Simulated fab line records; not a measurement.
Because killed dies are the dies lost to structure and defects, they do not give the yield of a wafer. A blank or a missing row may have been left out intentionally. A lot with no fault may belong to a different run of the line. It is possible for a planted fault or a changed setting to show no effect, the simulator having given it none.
Chamber matching + flow nand_harc + rie_si-04 running NHARC_A_CHANNEL_FILL_D1_ETCHBACK_19: 4 sister chambers
The step etches the open film in HBr/Cl2, target depth 5 nm, time 1.7 s. 14 wafers are shown with their chamber, then 7 later ones without.

EACH WAFER AND ITS CHAMBER
| wafer  | chamber | oes_product_au (a.u.) | rf_fwd_power_W (W) | throttle_valve_pct (%) |
|--------|---------|-----------------------|--------------------|------------------------|
| L075.1 | 3       | 0.987                 | 388.0              | 26.405                 |
| L075.3 | 2       | 0.995                 | 388.6              | 26.408                 |
| L075.6 | 0       | 1.001                 | 388.8              | 26.401                 |
| L078.2 | 2       | 0.989                 | 392.9              | 26.407                 |
| L078.3 | 0       | 0.999                 | 390.1              | 26.415                 |
| L078.5 | 3       | 0.990                 | 389.9              | 26.407                 |
| L076.2 | 2       | 0.990                 | 391.2              | 26.394                 |
| L076.3 | 0       | 0.994                 | 390.3              | 26.410                 |
| L076.5 | 0       | 0.996                 | 391.5              | 26.396                 |
| L088.1 | 1       | 1.017                 | 392.7              | 26.395                 |
| L088.3 | 3       | 0.986                 | 391.7              | 26.412                 |
| L088.5 | 1       | 1.005                 | 392.2              | 26.403                 |
| L090.1 | 2       | 0.997                 | 390.3              | 26.397                 |
| L090.3 | 1       | 1.020                 | 390.8              | 26.407                 |

SIGNATURES, as means of the wafers listed above
| reading            | chamber 0 | chamber 1 | chamber 2 | chamber 3 | scatter within a chamber |
|--------------------|-----------|-----------|-----------|-----------|--------------------------|
| oes_product_au     | 0.99750   | 1.01400   | 0.99275   | 0.98767   | 0.00457                  |
| rf_fwd_power_W     | 390.175   | 391.900   | 390.750   | 389.867   | 1.49                     |
| throttle_valve_pct | 26.40550  | 26.40167  | 26.40150  | 26.40800  | 0.00686                  |
Rule: for each reading, subtract the chamber's mean from the wafer's reading, divide by that reading's scatter and square the result; add these up over the readings and take the root, which gives the wafer's distance from the chamber. If the next closest chamber is less than 2 further off than the closest, the wafer can't be placed; otherwise it belongs to the closest. The scatter is the square root of a quotient: the sum, over the shown wafers, of each reading's squared deviation from its chamber's mean, divided by wafers minus chambers.

WAFERS WITH NO CHAMBER GIVEN
| wafer  | oes_product_au (a.u.) | rf_fwd_power_W (W) | throttle_valve_pct (%) |
|--------|-----------------------|--------------------|------------------------|
| L090.4 | 0.991                 | 391.2              | 26.413                 |
| L094.1 | 0.993                 | 392.0              | 26.398                 |
| L094.2 | 0.990                 | 391.0              | 26.401                 |
| L094.3 | 0.981                 | 391.0              | 26.402                 |
| L096.3 | 0.997                 | 389.7              | 26.403                 |
| L096.4 | 0.994                 | 391.2              | 26.416                 |
| L096.6 | 0.998                 | 389.4              | 26.398                 |

CHAMBER TAKEN BY EACH
| wafer  | from the rows above          | in truth |
|--------|------------------------------|----------|
| L090.4 | can't be placed: 3 or 2 or 0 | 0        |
| L094.1 | can't be placed: 2 or 0 or 3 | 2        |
| L094.2 | can't be placed: 2 or 3 or 0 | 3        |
| L094.3 | can't be placed: 3 or 2 or 0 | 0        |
| L096.3 | can't be placed: 0 or 2 or 3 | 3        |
| L096.4 | can't be placed: 0 or 3 or 2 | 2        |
| L096.6 | can't be placed: 0 or 2 or 3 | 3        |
Correctly placed: 0 of 7. Unplaceable from these rows: 7, with the true chamber sitting among the candidates in 7. Number placed wrongly: 0.
